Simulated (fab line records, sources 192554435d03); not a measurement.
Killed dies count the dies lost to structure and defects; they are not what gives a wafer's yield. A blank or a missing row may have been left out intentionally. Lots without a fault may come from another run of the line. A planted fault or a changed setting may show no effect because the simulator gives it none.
8D (eight disciplines) problem report, filled in by code ; flow n5Finfet ; the parts of the form that need people (team, actions taken, sign-off) are left out

## 1. WHAT IS WRONG
At N5_BEOL_M9_ETCH_76, etchRfOnTimeS averages 8.05 s over 4 wafers from 2 lots, while fault-free wafers read 5.22 s, standard deviation 0.13. Measured from the usual mean, that is +22 standard deviations.
The step: etches underlayer in N2/H2, target depth 6.5 nm, time 5.2 s.
Earliest sighting: wafer L448.1 on rieDiel-01 at day 13 21:16. The record has a number at this step for 33 wafers belonging to 11 lots. Rule for "out" (also "out of limits"): further than 4 standard deviations from the usual mean. The other wafers with a number count as sound.

## 2. WHAT THIS IS AND IS NOT
question;is;is not
which readings at this step;etchRfOnTimeS;biasW, drypumpMotorCurrentA, rfVppV, showerheadPlenumPTorr, throttleValvePct
which lots;L448, L450;L431, L432, L434, L435, L437, L438, L439, L440, L442
which wafers of those lots;L448.1, L448.5, L450.1, L450.5;L448.2, L450.4
read on which tools;rieDiel-01;rieDiel-02, rieDiel-03
when;from day 13 21:16;"up to then (28 sound wafers); but 1 sound wafer of L450 came after"

## 3. SUSPECTS, AND WHAT RULES EACH OUT
Counting: a tool at a process step up to the reading stays a suspect if it ran every lot that is out. Sound lots after the first of them don't rule it out here, since some wafers of a struck lot are sound.
- rieDiel-01 at N5_BEOL_M9_ETCH_76 (etches underlayer in N2/H2, target depth 6.5 nm, time 5.2 s): kept. It processed each lot that is out (first: L448, day 13 21:16); up to then, its last sound lot is L442 (day 12 18:56). Out on those wafers are its own readings of etchRfOnTimeS.
Left after counting: rieDiel-01 at N5_BEOL_M9_ETCH_76.

## 4. THE CAUSE (what the simulator had put in)
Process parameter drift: rieDiel-01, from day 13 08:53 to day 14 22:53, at N5_BEOL_M9_ETCH_76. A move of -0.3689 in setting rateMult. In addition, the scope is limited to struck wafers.
After counting, this tool was the only one left.

## 5. SEQUENCE OF EFFECTS, ordered by route
Rows list readings where the struck wafers' mean (over those with a number) sits beyond 3 standard deviations from the usual. Scope: only readings with a usual standard deviation given in the record; hours: median across lots of the time from each lot's start at the first step in this table that gives one to its start at this step; sigmas: change in usual standard deviations.
hours;step;reading;usual;on struck wafers;change;sigmas
0;N5_BEOL_M9_ETCH_76;etchRfOnTimeS;5.22 s;8.05;+2.83;+22
The process steps in it:
- N5_BEOL_M9_ETCH_76: etches underlayer in N2/H2, target depth 6.5 nm, time 5.2 s.
Later measuring or inspecting steps at which every struck wafer that the step has a row for has a number for every such reading, and none has moved that far: N5_BEOL_M9_CD_MEAS_35.

## 6. WHAT WOULD HAVE CAUGHT IT SOONER
In this record no reading fell out of limits until day 13 21:16, 12 hours after the fault had begun at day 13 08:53.
